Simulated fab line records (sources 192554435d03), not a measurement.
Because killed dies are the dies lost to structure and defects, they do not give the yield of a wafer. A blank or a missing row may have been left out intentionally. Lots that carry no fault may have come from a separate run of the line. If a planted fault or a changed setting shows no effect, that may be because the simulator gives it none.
2 desks, one fault :: flow n5Finfet :: each desk has only its own numbers; what lay behind them comes last

== FOR THE TOOL OWNER'S DESK: rieMetal-03 ==
The tool's own readings at N5_MIM_TOP_ETCH_ETCH_00 (etches TiN in Cl2/BCl3, target depth 38.5 nm): means of the sampled wafers that have a number, for each lot that ran on this tool. A lot is out of limits, marked OUT, if its mean lies more than 4 standard deviations from the usual mean; the brackets give that distance.
Columns: A = biasW at N5_MIM_TOP_ETCH_ETCH_00, usual 126.1 W; B = drypumpMotorCurrentA at N5_MIM_TOP_ETCH_ETCH_00, usual 5.6 A; C = oesProductAu at N5_MIM_TOP_ETCH_ETCH_00, usual 0.77 a.u.; D = rfFwdPowerW at N5_MIM_TOP_ETCH_ETCH_00, usual 994.0 W; E = throttleValvePct at N5_MIM_TOP_ETCH_ETCH_00, usual 22.6 %
lot: L760
first seen here: day 11 12:04
A: 125.6
B: 5.9
C: 0.84
D: 994.5
E: 22.2

lot: L764
first seen here: day 12 16:49
A: 126.3
B: 5.6
C: 0.86
D: 993.1
E: 22.7

lot: L770
first seen here: day 14 04:38
A: 126.5
B: 5.9
C: 0.77
D: 995.6
E: 22.2

lot: L783
first seen here: day 17 22:01
A: 125.8
B: 5.7
C: 0.81
D: 992.0
E: 22.6
This desk's finding: nothing out of limits on any of the 4 lots.

== FROM THE METROLOGY DESK ==
Means of the sampled wafers that have a number, per lot and without regard to the tool the lot ran on: this is what the gauges read. A lot is out of limits, marked OUT, if its mean lies more than 4 standard deviations from the usual mean; the brackets give that distance. Readings shown: 7 of its 10, picked as those furthest out on some lot.
Columns: A = DIBL_N at N5_BEOL_M4_RC_MEAS_101, usual 36.0 mV/V; B = IOFF_N at N5_BEOL_M4_RC_MEAS_101, usual 0.16 nA/um; C = IOFF_P at N5_BEOL_M4_RC_MEAS_101, usual 0.21 nA/um; D = ION_P at N5_BEOL_M4_RC_MEAS_101, usual 462 uA/um; E = SS_N at N5_BEOL_M4_RC_MEAS_101, usual 71.5 mV/dec; F = SS_P at N5_BEOL_M4_RC_MEAS_101, usual 73.2 mV/dec; G = VT_N at N5_BEOL_M4_RC_MEAS_101, usual 250 mV
lot: L760
first seen here: day 7 22:37
A: 37.0
B: 0.18
C: 0.18
D: 454
E: 71.7
F: 72.6
G: 250

lot: L763
first seen here: day 8 14:39
A: 36.2
B: 0.17
C: 0.21
D: 459
E: 72.8
F: 73.4
G: 252

lot: L764
first seen here: day 9 05:07
A: 36.1
B: 0.16
C: 0.19
D: 450
E: 71.6
F: 73.6
G: 251

lot: L770
first seen here: day 10 13:23
A: 36.5
B: 0.17
C: 0.21
D: 464
E: 71.8
F: 73.5
G: 248

lot: L777
first seen here: day 12 05:52
A: 34.5
B: 0.13
C: 0.19
D: 459
E: 71.2
F: 73.0
G: 252

lot: L778
first seen here: day 12 08:45
A: 36.5
B: 0.17
C: 0.24
D: 469
E: 71.2
F: 73.2
G: 249

lot: L779
first seen here: day 12 09:59
A: 36.8
B: 0.20
C: 0.23
D: 456
E: 71.7
F: 73.1
G: 246

lot: L780
first seen here: day 12 12:43
A: 34.9
B: 0.13
C: 0.19
D: 465
E: 71.0
F: 72.6
G: 253

lot: L782
first seen here: day 13 13:23
A: 33.9
B: 0.11
C: 0.16
D: 462
E: 71.1
F: 72.3
G: 256

lot: L783
first seen here: day 13 23:28
A: 38.7
B: 0.20
C: 0.21
D: 460
E: 72.9
F: 73.8
G: 248
This desk's finding: nothing out of limits on any of the 10 lots.

== TAKEN TOGETHER ==
Nothing out of limits was seen by the tool owner's desk.
Metrology desk: nothing out of limits seen.

== WHAT THE SIMULATOR HAD PUT IN ==
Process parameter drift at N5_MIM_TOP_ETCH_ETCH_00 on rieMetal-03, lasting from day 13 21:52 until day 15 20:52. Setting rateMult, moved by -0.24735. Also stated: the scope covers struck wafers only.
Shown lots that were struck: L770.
